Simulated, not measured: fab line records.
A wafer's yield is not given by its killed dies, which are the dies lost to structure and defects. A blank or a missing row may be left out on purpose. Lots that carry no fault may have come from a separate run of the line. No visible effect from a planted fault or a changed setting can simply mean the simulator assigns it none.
fab line records -- flow n5_finfet
[record] lots = 9, wafers = 27, last_day = 17
route steps=1938 shown BEOL_M7@1296 PASSIVATION@1936
lots with no fault: from the same line, run without faults
start_h: the number of hours between the record's first day and the start of the first shown wafer of the lot -- wait_h: how many hours have passed since the lot's step before this one -- " repeats the value in the row above -- L1.1+2: a single row standing in for several wafers -- - no value, or no start was given -- * or withheld: withheld -- < > ~ a bound
route shown NAME@n: NAME is a module with steps in the file, n the number in the route of the first one -- usual: the fault-free wafers' mean and standard deviation -- same: alike in all rows -- chamber/n: place in a boat -- sites: the reading at each site -- _std_site: standard deviation across them -- _edge_site: inner sites' mean taken away from outer sites' mean -- radius_mm: for every site, how far away it sits from the centre of the wafer -- mask NAME#n: copy n -- behind: the most recent tool/chamber to have shaped the wafer -- hold: why the lot was held/for how many hours/how that ended -- device: transistor that didn't switch, given as n, p or np -- end of line: at the end of the route, the tests of the same wafers -- a step without rows: its recipe alone -- killed: dies lost to structure and defects at the first sort, not the wafer's yield -- map: per-die view of a wafer (x killed, . not killed, _ where there is no die)
set.NAME: the setting the step ran with; set.NAME@STEP: the setting that earlier step ran with -- model.NAME: the simulator's own value behind a step, which no gauge read
steps of the route over a sample of lots; a table a step, a row a wafer
services: from which hour (start_h, from the record's first day; less than 0 if before it) a tool's chamber was out of use, for how many hours, and why
[[steps]]
[step N5_BEOL_M7_CD_MEAS_28]
[recipe] target_cd_nm = 40, landing_energy_ev = 500, detector = se_inlens
[usual] cd_nm = 39.98/0.26
lot.wafer,tool,chamber,start_h,wait_h,cd_nm
L141.2,cd_sem-03,0,207.99,-,40.42
L141.3,cd_sem-03,0,207.99,-,40.45
L141.6,cd_sem-03,0,207.99,-,40.12
L146.2,cd_sem-02,0,238.49,-,39.79
L146.3,cd_sem-02,0,238.49,-,39.93
L146.6,cd_sem-02,0,238.49,-,40.56
L152.1,cd_sem-03,0,257.08,-,40.22
L152.3,cd_sem-03,0,257.08,-,40.19
L152.6,cd_sem-03,0,257.08,-,40.17
L153.3,cd_sem-02,0,274.76,-,40.11
L153.4,cd_sem-02,0,274.76,-,40.22
L153.5,cd_sem-02,0,274.76,-,39.68
L154.2,cd_sem-02,0,276.88,-,39.69
L154.3,cd_sem-02,0,276.88,-,39.45
L154.5,cd_sem-02,0,276.88,-,39.98
L158.1,cd_sem-02,0,299.46,-,39.89
L158.2,cd_sem-02,0,299.46,-,39.77
L158.4,cd_sem-02,0,299.46,-,39.78
L159.1,cd_sem-02,0,304.83,-,39.92
L159.2,cd_sem-02,0,304.83,-,40.14
L159.3,cd_sem-02,0,304.83,-,40.32
L160.1,cd_sem-02,0,323.95,-,39.80
L160.3,cd_sem-02,0,323.95,-,40.07
L160.5,cd_sem-02,0,323.95,-,40.23
L161.1,cd_sem-03,0,331.97,-,39.56
L161.4,cd_sem-03,0,331.97,-,40.02
L161.5,cd_sem-03,0,331.97,-,40.31
[step N5_BEOL_M7_ETCH_66]
[recipe] chemistry = N2/H2, target = SOC, target_depth_a = 800, overetch_a = 160, mask_material = SiARC, temp_c = 40, time_s = 120, ion_energy_ev = 200, pressure_mtorr = 30, source_w = 840, bias_w = 150, n2_flow_sccm = 200, h2_flow_sccm = 200
[usual] drypump_motor_current_A = 5.41/0.29, oes_product_au = 0.61/0.073, rf_fwd_power_W = 835/3.1, rf_vpp_V = 524.3/1.9, showerhead_plenum_p_Torr = 2.56/0.065, throttle_valve_pct = 17.79/0.26
lot.wafer,tool,chamber,start_h,wait_h,drypump_motor_current_A,oes_product_au,rf_fwd_power_W,rf_hours_counter_h,rf_vpp_V,showerhead_plenum_p_Torr,throttle_valve_pct
L141.2,rie_diel-06,2,208.19,0.0,5.88,0.56,829,201,524.7,2.55,18.43
L141.3,rie_diel-06,0,208.19,0.0,5.07,0.55,831,160,527.4,2.67,17.90
L141.6,rie_diel-06,0,208.19,0.0,5.10,0.55,832,-,525.9,2.67,17.88
L146.2,rie_diel-06,1,239.02,0.0,5.45,0.70,833,12,526.6,2.60,17.53
L146.3,rie_diel-06,0,239.02,0.0,5.12,0.55,834,168,526.7,2.66,17.89
L146.6,rie_diel-06,0,239.02,0.0,5.10,0.55,832,-,526.4,2.66,17.88
L152.1,rie_diel-06,3,257.32,0.0,5.33,0.54,835,191,522.6,2.53,18.09
L152.3,rie_diel-06,1,257.32,0.0,5.42,0.68,831,20,525.9,2.60,17.53
L152.6,rie_diel-06,0,257.32,0.0,5.06,0.55,830,-,525.9,2.66,17.92
L153.3,rie_diel-06,0,275.44,0.0,5.09,0.55,832,180,527.5,2.66,17.92
L153.4,rie_diel-06,3,275.44,0.0,5.32,0.54,838,196,522.5,2.53,18.10
L153.5,rie_diel-06,3,275.44,0.0,5.32,0.54,833,-,523.4,2.53,18.10
L154.2,rie_diel-06,2,277.08,0.0,5.88,0.56,829,216,522.5,2.54,18.47
L154.3,rie_diel-06,1,277.08,0.0,5.45,0.67,829,25,526.2,2.60,17.54
L154.5,rie_diel-06,1,277.08,0.0,5.43,0.67,830,-,524.5,2.60,17.56
L158.1,rie_diel-03,3,299.83,0.0,5.18,0.69,837,18,526.8,2.62,17.80
L158.2,rie_diel-03,1,299.83,0.0,5.30,0.59,835,97,528.8,2.66,17.64
L158.4,rie_diel-03,2,299.83,0.0,5.23,0.70,833,11,522.1,2.49,17.69
L159.1,rie_diel-05,3,305.03,0.0,5.32,0.54,837,200,522.7,2.51,18.03
L159.2,rie_diel-05,1,305.03,0.0,5.45,0.65,832,64,523.0,2.47,17.43
L159.3,rie_diel-05,0,305.03,0.0,4.99,0.70,838,28,523.9,2.62,17.89
L160.1,rie_diel-05,3,324.25,0.0,5.31,0.53,836,208,521.5,2.51,18.03
L160.3,rie_diel-05,1,324.25,0.0,5.47,0.65,831,73,522.8,2.47,17.43
L160.5,rie_diel-05,2,324.25,0.0,5.71,0.67,837,-,525.2,2.59,17.67
L161.1,rie_diel-05,0,332.36,0.0,5.04,0.69,836,36,525.6,2.61,17.89
L161.4,rie_diel-05,3,332.36,0.0,5.31,0.53,836,210,522.0,2.51,18.05
L161.5,rie_diel-05,3,332.36,0.0,5.30,0.53,834,-,523.2,2.51,18.03
[step N5_BEOL_M7_TRENCH_ETCH_37]
[recipe] chemistry = C4F6/O2, target_depth_a = 934.78, target = SiCOH_lowk, time_s = 31.2, ion_energy_ev = 250, pressure_mtorr = 30, source_w = 345, bias_w = 185, Ar_flow_sccm = 300, C4F6_flow_sccm = 10, O2_flow_sccm = 10
[usual] drypump_motor_current_A = 5.41/0.29, oes_f_703_au = 0.79/0.098, oes_product_au = 0.80/0.1, rf_fwd_power_W = 340.5/1.9, rf_vpp_V = 668/9.6, showerhead_plenum_p_Torr = 2.87/0.074, throttle_valve_pct = 20.87/0.2
lot.wafer,tool,chamber,start_h,wait_h,drypump_motor_current_A,oes_f_703_au,oes_product_au,rf_fwd_power_W,rf_hours_counter_h,rf_vpp_V,showerhead_plenum_p_Torr,throttle_valve_pct
L141.2,rie_diel-06,2,208.39,-,5.90,0.76,0.73,338.0,201,665,2.82,21.22
L141.3,rie_diel-06,0,208.39,-,5.07,0.73,0.74,337.4,160,675,2.96,20.86
L141.6,rie_diel-06,0,208.39,-,5.08,0.73,0.73,339.5,-,676,2.96,20.88
L146.2,rie_diel-06,1,239.21,-,5.45,0.91,0.93,337.2,13,663,2.92,20.77
L146.3,rie_diel-06,0,239.21,-,5.09,0.72,0.73,337.4,168,676,2.96,20.86
L146.6,rie_diel-06,0,239.21,-,5.09,0.73,0.73,338.4,-,676,2.96,20.87
L152.1,rie_diel-06,3,257.51,-,5.33,0.51,0.66,259.3,191,788,2.83,21.12
L152.3,rie_diel-06,1,257.51,-,5.43,0.64,0.85,254.3,20,763,2.92,20.76
L152.6,rie_diel-06,0,257.51,-,5.08,0.51,0.67,254.6,-,777,2.95,20.87
L153.3,rie_diel-06,0,275.63,-,5.10,0.50,0.67,255.0,181,777,2.95,20.88
L153.4,rie_diel-06,3,275.63,-,5.33,0.50,0.65,260.8,196,788,2.83,21.11
L153.5,rie_diel-06,3,275.63,-,5.31,0.51,0.65,260.3,-,788,2.83,21.13
L154.2,rie_diel-06,2,277.27,-,5.92,0.53,0.68,257.2,216,765,2.81,21.23
L154.3,rie_diel-06,1,277.27,-,5.46,0.63,0.84,254.9,25,763,2.92,20.77
L154.5,rie_diel-06,1,277.27,-,5.45,0.62,0.84,255.6,-,763,2.92,20.78
L158.1,rie_diel-03,3,300.02,-,5.15,0.89,0.92,341.3,18,689,2.89,20.80
L158.2,rie_diel-03,1,300.02,-,5.29,0.75,0.77,339.2,97,665,3.01,21.03
L158.4,rie_diel-03,2,300.02,-,5.26,0.93,0.91,339.9,11,660,2.79,20.74
L159.1,rie_diel-05,3,305.22,-,5.31,0.69,0.70,342.3,200,671,2.82,21.05
L159.2,rie_diel-05,1,305.22,-,5.48,0.84,0.86,338.5,64,667,2.77,20.51
L159.3,rie_diel-05,0,305.22,-,5.00,0.90,0.93,341.2,28,658,2.90,20.95
L160.1,rie_diel-05,3,324.44,-,5.30,0.68,0.70,340.0,208,671,2.82,21.08
L160.3,rie_diel-05,1,324.44,-,5.45,0.82,0.86,337.0,73,666,2.76,20.52
L160.5,rie_diel-05,2,324.44,-,5.70,0.91,0.90,342.5,-,657,2.92,20.81
L161.1,rie_diel-05,0,332.55,-,5.02,0.89,0.90,341.0,36,659,2.90,20.96
L161.4,rie_diel-05,3,332.55,-,5.30,0.68,0.70,342.6,210,670,2.82,21.06
L161.5,rie_diel-05,3,332.55,-,5.31,0.68,0.70,341.4,-,671,2.82,21.05
[step N5_BEOL_M7_OCD_MEAS_38]
[usual] trench_depth_nm = 93.9/2
lot.wafer,tool,chamber,start_h,wait_h,trench_depth_nm
L141.2,ocd-02,-,208.54,-,91.8
L141.3,ocd-02,-,208.54,-,94.6
L141.6,ocd-02,-,208.54,-,94.5
L146.2,ocd-01,-,239.37,-,95.9
L146.3,ocd-01,-,239.37,-,95.8
L146.6,ocd-01,-,239.37,-,94.7
L152.1,ocd-01,-,257.67,-,84.2
L152.3,ocd-01,-,257.67,-,86.7
L152.6,ocd-01,-,257.67,-,86.0
L153.3,ocd-01,-,275.79,-,85.9
L153.4,ocd-01,-,275.79,-,81.6
L153.5,ocd-01,-,275.79,-,82.3
L154.2,ocd-01,-,277.43,-,82.3
L154.3,ocd-01,-,277.43,-,85.5
L154.5,ocd-01,-,277.43,-,85.1
L158.1,ocd-02,-,300.18,-,95.5
L158.2,ocd-02,-,300.18,-,92.6
L158.4,ocd-02,-,300.18,-,92.2
L159.1,ocd-02,-,305.38,-,93.7
L159.2,ocd-02,-,305.38,-,96.0
L159.3,ocd-02,-,305.38,-,95.2
L160.1,ocd-02,-,324.60,-,94.4
L160.3,ocd-02,-,324.60,-,96.8
L160.5,ocd-02,-,324.60,-,98.5
L161.1,ocd-02,-,332.71,-,94.4
L161.4,ocd-02,-,332.71,-,93.4
L161.5,ocd-02,-,332.71,-,93.0
[step N5_BEOL_M7_CD_MEAS_35]
[recipe] target_cd_nm = 40, polarity = opening
[usual] cd_nm = 40.3/0.58
lot.wafer,tool,chamber,start_h,wait_h,cd_nm
L141.2,cd_sem-03,-,208.70,0.0,41.1
L141.3,cd_sem-03,-,208.70,0.0,39.7
L141.6,cd_sem-03,-,208.70,0.0,39.5
L146.2,cd_sem-03,-,239.52,0.0,40.7
L146.3,cd_sem-03,-,239.52,0.0,40.7
L146.6,cd_sem-03,-,239.52,0.0,40.3
L152.1,cd_sem-01,-,257.82,0.0,40.8
L152.3,cd_sem-01,-,257.82,0.0,40.5
L152.6,cd_sem-01,-,257.82,0.0,39.5
L153.3,cd_sem-02,-,275.95,0.0,40.9
L153.4,cd_sem-02,-,275.95,0.0,41.3
L153.5,cd_sem-02,-,275.95,0.0,41.0
L154.2,cd_sem-02,-,277.58,0.0,40.1
L154.3,cd_sem-02,-,277.58,0.0,39.5
L154.5,cd_sem-02,-,277.58,0.0,39.9
L158.1,cd_sem-02,-,300.33,0.0,40.7
L158.2,cd_sem-02,-,300.33,0.0,40.9
L158.4,cd_sem-02,-,300.33,0.0,40.7
L159.1,cd_sem-02,-,305.54,0.0,40.8
L159.2,cd_sem-02,-,305.54,0.0,40.5
L159.3,cd_sem-02,-,305.54,0.0,40.4
L160.1,cd_sem-02,-,324.76,0.0,39.8
L160.3,cd_sem-02,-,324.76,0.0,40.7
L160.5,cd_sem-02,-,324.76,0.0,40.0
L161.1,cd_sem-03,-,332.86,0.0,39.6
L161.4,cd_sem-03,-,332.86,0.0,39.8
L161.5,cd_sem-03,-,332.86,0.0,39.5
[step N5_BEOL_M7_THK_MEAS_53]
[recipe] thk_meas_gauge = xrf, reads = Cu_of_BEOL_M7_ECD_50
[usual] M7_THK = 81.0/2.2
lot.wafer,tool,chamber,start_h,wait_h,M7_THK[nm]
L141.2,film_metro-01,-,210.99,-,79.1
L141.3,film_metro-01,-,210.99,-,82.4
L141.6,film_metro-01,-,210.99,-,81.4
L146.2,film_metro-01,-,243.12,-,82.4
L146.3,film_metro-01,-,243.12,-,82.7
L146.6,film_metro-01,-,243.12,-,82.2
L152.1,film_metro-01,-,261.17,-,69.9
L152.3,film_metro-01,-,261.17,-,72.5
L152.6,film_metro-01,-,261.17,-,72.8
L153.3,film_metro-02,-,279.37,-,73.6
L153.4,film_metro-02,-,279.37,-,68.5
L153.5,film_metro-02,-,279.37,-,70.1
L154.2,film_metro-02,-,279.77,-,70.8
L154.3,film_metro-02,-,279.77,-,75.1
L154.5,film_metro-02,-,279.77,-,73.2
L158.1,film_metro-01,-,302.64,-,82.0
L158.2,film_metro-01,-,302.64,-,79.8
L158.4,film_metro-01,-,302.64,-,78.2
L159.1,film_metro-02,-,309.51,-,79.3
L159.2,film_metro-02,-,309.51,-,83.8
L159.3,film_metro-02,-,309.51,-,81.2
L160.1,film_metro-02,-,327.58,-,81.9
L160.3,film_metro-02,-,327.58,-,82.6
L160.5,film_metro-02,-,327.58,-,86.0
L161.1,film_metro-01,-,336.45,-,82.0
L161.4,film_metro-01,-,336.45,-,79.4
L161.5,film_metro-01,-,336.45,-,80.3
[step N5_BEOL_M7_RS_MEAS_57]
[recipe] thk_meas_gauge = four-point-probe, reads = Cu_of_BEOL_M7_ECD_50+Co_of_BEOL_M7_CVD_78+TaN_of_BEOL_M7_ALD_77
[usual] M7_RS = 0.285/0.0091
lot.wafer,tool,chamber,start_h,wait_h,M7_RS[ohm/sq]
L141.2,film_metro-01,-,211.12,0.1,0.294
L141.3,film_metro-01,-,211.12,0.1,0.280
L141.6,film_metro-01,-,211.12,0.1,0.284
L146.2,film_metro-01,-,243.25,0.1,0.281
L146.3,film_metro-01,-,243.25,0.1,0.278
L146.6,film_metro-01,-,243.25,0.1,0.281
L152.1,film_metro-01,-,261.33,0.1,0.335
L152.3,film_metro-01,-,261.33,0.1,0.323
L152.6,film_metro-01,-,261.33,0.1,0.321
L153.3,film_metro-02,-,279.50,0.1,0.321
L153.4,film_metro-02,-,279.50,0.1,0.355
L153.5,film_metro-02,-,279.50,0.1,0.343
L154.2,film_metro-02,-,279.90,0.1,0.336
L154.3,film_metro-02,-,279.90,0.1,0.313
L154.5,film_metro-02,-,279.90,0.1,0.322
L158.1,film_metro-01,-,302.77,0.1,0.275
L158.2,film_metro-01,-,302.77,0.1,0.285
L158.4,film_metro-01,-,302.77,0.1,0.291
L159.1,film_metro-01,-,309.65,0.1,0.290
L159.2,film_metro-01,-,309.65,0.1,0.273
L159.3,film_metro-01,-,309.65,0.1,0.281
L160.1,film_metro-01,-,327.71,0.1,0.280
L160.3,film_metro-01,-,327.71,0.1,0.278
L160.5,film_metro-01,-,327.71,0.1,0.266
L161.1,film_metro-02,-,336.59,0.1,0.277
L161.4,film_metro-02,-,336.59,0.1,0.287
L161.5,film_metro-02,-,336.59,0.1,0.285
[step N5_PASSIVATION_PROBE_49]
[usual] defect_limited_yield = 91.3/1.4, killed_at_M0_to_M3 = 36/11, killed_at_M4_up = 13/5.2, killed_at_contacts = 13/6.5, killed_at_front_end = 37/11, killed_at_other = 3.6/2.9, killed_dies = 103/17, killed_open = 68/12, killed_short = 33/7.3, sort_bin_5_function = 5.2/0.91, sort_bin_6_memory = 3.2/0.67, sort_bin_8_speed = 0.00/0.0099, sort_n_pass = 1077/17, sort_yield_pct = 91.3/1.4
[same] gross_dies = 1180, killed_at_back_side = 0, sort_bin_4_leakage[%] = 0
lot.wafer,tool,chamber,start_h,wait_h,defect_limited_yield[%],killed_at_M0_to_M3,killed_at_M4_up,killed_at_contacts,killed_at_front_end,killed_at_other,killed_dies,killed_open,killed_short,sort_bin_5_function[%],sort_bin_6_memory[%],sort_bin_8_speed[%],sort_n_pass,sort_yield_pct[%]
L141.2,prober-01,-,289.88,0.1,90.1,38,7,12,54,6,117,78,38,6.3,3.1,0,1063,90.1
L141.3,prober-01,-,289.93,0.1,94.1,17,11,15,23,4,70,48,21,3.9,1.9,0,1110,94.1
L141.6,prober-01,-,290.08,0.3,93.1,32,4,17,26,3,82,54,28,3.8,3.0,0,1098,93.1
L146.2,prober-01,-,320.36,0.1,92.2,37,14,2,38,1,92,62,30,4.7,2.7,0,1088,92.2
L146.3,prober-01,-,320.41,0.1,91.2,42,16,7,34,5,104,74,29,5.3,3.3,0,1076,91.2
L146.6,prober-01,-,320.56,0.3,91.2,44,10,17,25,8,104,78,26,5.0,3.6,0,1076,91.2
L152.1,prober-01,-,337.46,0.0,91.4,43,13,23,18,5,102,66,36,4.8,3.3,0,1078,91.4
L152.3,prober-01,-,337.56,0.1,92.3,30,10,8,33,10,91,53,37,4.7,2.9,0,1089,92.3
L152.6,prober-01,-,337.71,0.3,90.4,36,16,12,47,2,113,75,37,5.3,3.7,0,1067,90.4
L153.3,prober-02,-,353.63,0.1,90.3,36,13,5,57,3,114,69,36,6.2,2.8,0,1066,90.3
L153.4,prober-02,-,353.68,0.2,91.5,21,12,8,56,3,100,64,33,4.2,3.6,0,1080,91.5
L153.5,prober-02,-,353.73,0.2,90.6,35,16,13,45,2,111,61,45,5.4,3.6,0,1069,90.6
L154.2,prober-01,-,368.00,0.1,91.9,34,11,6,42,2,95,59,34,5.4,2.3,0,1085,91.9
L154.3,prober-01,-,368.05,0.1,89.9,55,15,9,36,4,119,76,35,5.8,4.1,0,1061,89.9
L154.5,prober-01,-,368.15,0.2,92.3,25,17,4,41,4,91,48,41,4.7,2.7,0,1089,92.3
L158.1,prober-01,-,378.28,0.0,94.8,20,5,4,29,3,61,43,17,3.2,1.9,0,1119,94.8
L158.2,prober-01,-,378.33,0.1,91.9,31,13,7,40,5,96,63,31,5.2,2.7,0.08,1084,91.9
L158.4,prober-01,-,378.43,0.2,91.6,29,17,13,34,6,99,67,32,5.1,3.2,0,1081,91.6
L159.1,prober-01,-,383.78,0.0,93.1,23,7,19,32,1,82,58,24,3.9,2.9,0,1098,93.1
L159.2,prober-01,-,383.83,0.1,89.9,38,7,33,37,4,119,81,32,6.2,3.1,0,1061,89.9
L159.3,prober-01,-,383.88,0.1,92.8,20,13,17,35,0,85,60,25,4.4,2.5,0,1095,92.8
L160.1,prober-02,-,404.31,0.0,92.0,35,14,17,27,1,94,59,32,4.7,3.0,0,1086,92.0
L160.3,prober-02,-,404.41,0.1,92.2,32,15,13,31,1,92,62,28,4.6,2.6,0,1088,92.2
L160.5,prober-02,-,404.51,0.2,91.4,48,11,13,29,1,102,67,32,5.5,3.1,0,1078,91.4
// killed by level:class
L141.2 STI_FIN_REVEAL:geometric_particle:open=16 MOL_CONTACT_COAG:geometric_particle:open=12 FIN_SAQP:geometric_particle:open=7 BEOL_M3:geometric_particle:open=7 BEOL_M2:geometric_particle:open=7 DUMMY_GATE:geometric_particle:open=6 BEOL_M1:geometric_particle:open=6 BEOL_M2:geometric_particle:short=6
L141.3 MOL_CONTACT_COAG:geometric_particle:open=11 STI_FIN_REVEAL:geometric_particle:open=7 BEOL_M3:geometric_particle:open=6 BEOL_M4:geometric_particle:open=6 MOL_CONTACT_COAG:geometric_particle:short=4 BEOL_M2:geometric_particle:open=4 FIN_SAQP:geometric_particle:short=3 DUMMY_GATE:geometric_particle:open=2
L141.6 MOL_CONTACT_COAG:geometric_particle:open=13 BEOL_M0:geometric_particle:open=7 BEOL_M3:geometric_particle:open=7 BEOL_M0_SAQP:geometric_particle:short=6 FIN_SAQP:geometric_particle:open=5 GATE_CUT:geometric_particle:short=5 BEOL_M2:geometric_particle:open=5 MOL_CONTACT_COAG:geometric_particle:short=4
L146.2 FIN_SAQP:geometric_particle:short=10 BEOL_M0_SAQP:geometric_particle:open=9 BEOL_M2:geometric_particle:open=8 BEOL_M3:geometric_particle:open=8 FIN_SAQP:geometric_particle:open=6 STI_FIN_REVEAL:geometric_particle:open=6 BEOL_M5:geometric_particle:open=5 DUMMY_GATE:geometric_particle:open=4
L146.3 BEOL_M0_SAQP:geometric_particle:open=15 FIN_SAQP:geometric_particle:open=8 BEOL_M3:geometric_particle:open=8 MOL_CONTACT_COAG:geometric_particle:open=7 BEOL_M1:geometric_particle:open=7 FIN_SAQP:geometric_particle:short=6 BEOL_M0_SAQP:geometric_particle:short=6 STI_FIN_REVEAL:geometric_particle:open=5
L146.6 BEOL_M2:geometric_particle:open=16 MOL_CONTACT_COAG:geometric_particle:open=15 BEOL_M3:geometric_particle:open=9 STI_FIN_REVEAL:geometric_particle:open=8 BEOL_M4:geometric_particle:open=6 BEOL_M0_SAQP:geometric_particle:short=5 FIN_SAQP:geometric_particle:short=4 PASS1_CAP:geometric_particle:open=4
L152.1 MOL_CONTACT_COAG:geometric_particle:open=18 BEOL_M3:geometric_particle:open=10 BEOL_M0_SAQP:geometric_particle:open=8 BEOL_M0_SAQP:geometric_particle:short=7 GATE_CUT:geometric_particle:short=5 MOL_CONTACT_COAG:geometric_particle:short=5 BEOL_M3:geometric_particle:short=5 BEOL_M1:geometric_particle:open=4
L152.3 BEOL_M0_SAQP:geometric_particle:short=12 FIN_SAQP:geometric_particle:open=11 BEOL_M0_SAQP:geometric_particle:open=7 GATE_CUT:geometric_particle:short=6 MOL_CONTACT_COAG:geometric_particle:open=6 BEOL_M3:geometric_particle:open=5 MIM_TOP_ETCH:geometric_particle:short=5 GATE_CUT:geometric_particle:open=4
L152.6 FIN_SAQP:geometric_particle:open=15 BEOL_M4:geometric_particle:open=11 BEOL_M0_SAQP:geometric_particle:open=10 STI_FIN_REVEAL:geometric_particle:open=10 MOL_CONTACT_COAG:geometric_particle:open=8 BEOL_M0_SAQP:geometric_particle:short=7 FIN_SAQP:geometric_particle:short=6 BEOL_M1:geometric_particle:open=6
L153.3 STI_FIN_REVEAL:geometric_particle:open=14 BEOL_M3:geometric_particle:open=8 FIN_SAQP:geometric_particle:short=6 FIN_SAQP:geometric_particle:open=6 BEOL_M4:geometric_particle:open=6 HKMG_FIN:area_etch=6 BEOL_M2:geometric_particle:open=5 STI_FIN_REVEAL:geometric_particle:short=5
L153.4 FIN_SAQP:geometric_particle:short=14 STI_FIN_REVEAL:geometric_particle:open=8 DUMMY_GATE:geometric_particle:open=6 MOL_CONTACT_COAG:geometric_particle:open=6 FIN_SAQP:geometric_particle:open=5 BEOL_M2:geometric_particle:open=5 BEOL_M0_SAQP:geometric_particle:open=4 BEOL_M6:geometric_particle:open=4
L153.5 MOL_CONTACT_COAG:geometric_particle:open=11 FIN_SAQP:geometric_particle:short=10 BEOL_M2:geometric_particle:short=8 FIN_SAQP:geometric_particle:open=7 STI_FIN_REVEAL:geometric_particle:open=7 BEOL_M0:geometric_particle:open=6 BEOL_M3:geometric_particle:open=6 GATE_CUT:geometric_particle:short=5
L154.2 FIN_SAQP:geometric_particle:open=9 FIN_SAQP:geometric_particle:short=9 BEOL_M1:geometric_particle:open=8 STI_FIN_REVEAL:geometric_particle:open=7 BEOL_M3:geometric_particle:open=6 MOL_CONTACT_COAG:geometric_particle:open=5 BEOL_M0_SAQP:geometric_particle:short=5 BEOL_M0_SAQP:geometric_particle:open=4
L154.3 BEOL_M1:geometric_particle:open=18 FIN_SAQP:geometric_particle:open=12 MOL_CONTACT_COAG:geometric_particle:open=8 BEOL_M1:geometric_particle:short=8 STI_FIN_REVEAL:geometric_particle:open=7 BEOL_M3:geometric_particle:open=7 BEOL_M0_SAQP:geometric_particle:short=5 FIN_SAQP:geometric_particle:short=4
L154.5 FIN_SAQP:geometric_particle:short=11 FIN_SAQP:geometric_particle:open=9 BEOL_M0_SAQP:geometric_particle:open=7 BEOL_M1:geometric_particle:open=6 BEOL_M0_SAQP:geometric_particle:short=5 STARTING-WAFER:geometric_particle:short=5 STI_FIN_REVEAL:geometric_particle:open=3 GATE_CUT:geometric_particle:short=3
L158.1 BEOL_M1:geometric_particle:open=8 FIN_SAQP:geometric_particle:open=6 STI_FIN_REVEAL:geometric_particle:open=5 DUMMY_GATE:geometric_particle:open=5 BEOL_M0_SAQP:geometric_particle:open=4 FIN_SAQP:geometric_particle:short=3 BEOL_M1:geometric_particle:short=3 BEOL_M3:geometric_particle:open=3
L158.2 BEOL_M0_SAQP:geometric_particle:open=11 STI_FIN_REVEAL:geometric_particle:open=8 MOL_CONTACT_COAG:geometric_particle:open=7 BEOL_M1:geometric_particle:open=7 DUMMY_GATE:geometric_particle:open=6 GATE_CUT:geometric_particle:short=5 BEOL_M0_SAQP:geometric_particle:short=5 FIN_SAQP:geometric_particle:open=4
L158.4 MOL_CONTACT_COAG:geometric_particle:open=11 BEOL_M1:geometric_particle:open=9 BEOL_M3:geometric_particle:open=8 GATE_CUT:geometric_particle:short=7 BEOL_M4:geometric_particle:open=7 STI_FIN_REVEAL:geometric_particle:open=6 BEOL_M0_SAQP:geometric_particle:open=6 FIN_SAQP:geometric_particle:short=5
L159.1 MOL_CONTACT_COAG:geometric_particle:open=17 STI_FIN_REVEAL:geometric_particle:open=8 BEOL_M0_SAQP:geometric_particle:open=6 DUMMY_GATE:geometric_particle:open=5 BEOL_M0_SAQP:geometric_particle:short=4 BEOL_M1:geometric_particle:open=4 FIN_SAQP:geometric_particle:short=3 FIN_SAQP:geometric_particle:open=3
L159.2 MOL_CONTACT_COAG:geometric_particle:open=26 BEOL_M1:geometric_particle:open=11 BEOL_M0_SAQP:geometric_particle:open=9 MOL_CONTACT_COAG:geometric_particle:short=7 BEOL_M0_SAQP:geometric_particle:short=7 STI_FIN_REVEAL:geometric_particle:open=6 HKMG_FIN:area_etch=6 DUMMY_GATE:geometric_particle:open=5
L159.3 MOL_CONTACT_COAG:geometric_particle:open=14 BEOL_M0_SAQP:geometric_particle:short=7 FIN_SAQP:geometric_particle:open=6 STI_FIN_REVEAL:geometric_particle:open=6 BEOL_M8:geometric_particle:open=5 DUMMY_GATE:geometric_particle:open=4 BEOL_M0_SAQP:geometric_particle:open=4 BEOL_M5:geometric_particle:open=4
L160.1 MOL_CONTACT_COAG:geometric_particle:open=15 FIN_SAQP:geometric_particle:short=7 BEOL_M0_SAQP:geometric_particle:open=7 FIN_SAQP:geometric_particle:open=6 BEOL_M0_SAQP:geometric_particle:short=6 BEOL_M1:geometric_particle:open=6 BEOL_M4:geometric_particle:open=6 BEOL_M3:geometric_particle:open=5
L160.3 BEOL_M1:geometric_particle:open=11 FIN_SAQP:geometric_particle:open=10 MOL_CONTACT_COAG:geometric_particle:open=8 BEOL_M2:geometric_particle:open=6 STI_FIN_REVEAL:geometric_particle:open=5 GATE_CUT:geometric_particle:short=5 MOL_CONTACT_COAG:geometric_particle:short=5 BEOL_M0_SAQP:geometric_particle:open=5
L160.5 BEOL_M2:geometric_particle:open=12 FIN_SAQP:geometric_particle:open=11 MOL_CONTACT_COAG:geometric_particle:open=10 BEOL_M0_SAQP:geometric_particle:short=10 BEOL_M1:geometric_particle:open=7 BEOL_M3:geometric_particle:open=7 BEOL_M0_SAQP:geometric_particle:open=6 FIN_SAQP:geometric_particle:short=4
[[services]]
tool,chamber,start_h,hours,kind
rie_diel-03,3,207.89,9.7,repair
rie_diel-03,3,218.18,-,clean
rie_diel-03,3,218.18,-,consumable_replace:focus_ring
rie_diel-03,3,218.18,18.2,scheduled_down
rie_diel-03,3,218.18,18.2,vent_cycle
rie_diel-03,-,223.67,1.2,repair
rie_diel-06,3,226.39,4.2,repair
rie_diel-06,2,227.03,16.7,repair
rie_diel-03,2,249.30,-,clean
rie_diel-03,2,249.30,-,consumable_replace:focus_ring
rie_diel-03,2,249.30,16.8,scheduled_down
rie_diel-03,2,249.30,16.8,vent_cycle
rie_diel-03,-,252.99,2.8,pm
rie_diel-03,3,257.10,10.3,repair
rie_diel-03,0,275.51,4.4,repair
rie_diel-03,-,281.98,0.1,repair
rie_diel-06,0,287.29,12.3,repair
rie_diel-05,2,295.07,17.0,repair
rie_diel-05,2,316.07,4.0,repair
rie_diel-03,3,317.28,3.7,repair
[[key]]
[first_sign] step = N5_BEOL_M7_TRENCH_ETCH_37, reading = rf_fwd_power_W, direction = down, sigmas = 44, usual = *, struck = *
[effect] step = N5_BEOL_M7_TRENCH_ETCH_37, reading = rf_vpp_V, direction = up, sigmas = 11, usual = 668, struck = 775
[effect] step = N5_BEOL_M7_OCD_MEAS_38, reading = trench_depth_nm, direction = down, sigmas = 4.9, usual = 93.9, struck = 84.4
[effect] step = N5_BEOL_M7_THK_MEAS_53, reading = M7_THK, direction = down, sigmas = 4.1, usual = 81.0, struck = 71.8
[effect] step = N5_BEOL_M7_RS_MEAS_57, reading = M7_RS, direction = up, sigmas = 4.9, usual = 0.285, struck = 0.330
met_at N5_BEOL_M7_TRENCH_ETCH_37
struck_lots L152,L153,L154
not_acting_at N5_BEOL_M7_CD_MEAS_28,N5_BEOL_M7_ETCH_66,N5_BEOL_M7_CD_MEAS_35
onset_between 239.21 257.51
[fault] kind = process_parameter_drift, tool = rie_diel-06, chamber = -, onset_h = 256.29, steps = N5_BEOL_M7_TRENCH_ETCH_37, channel = source_w, offset = -82.8, shape = step, end_h = 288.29, acts_in = these_recipes_only, stated = 345
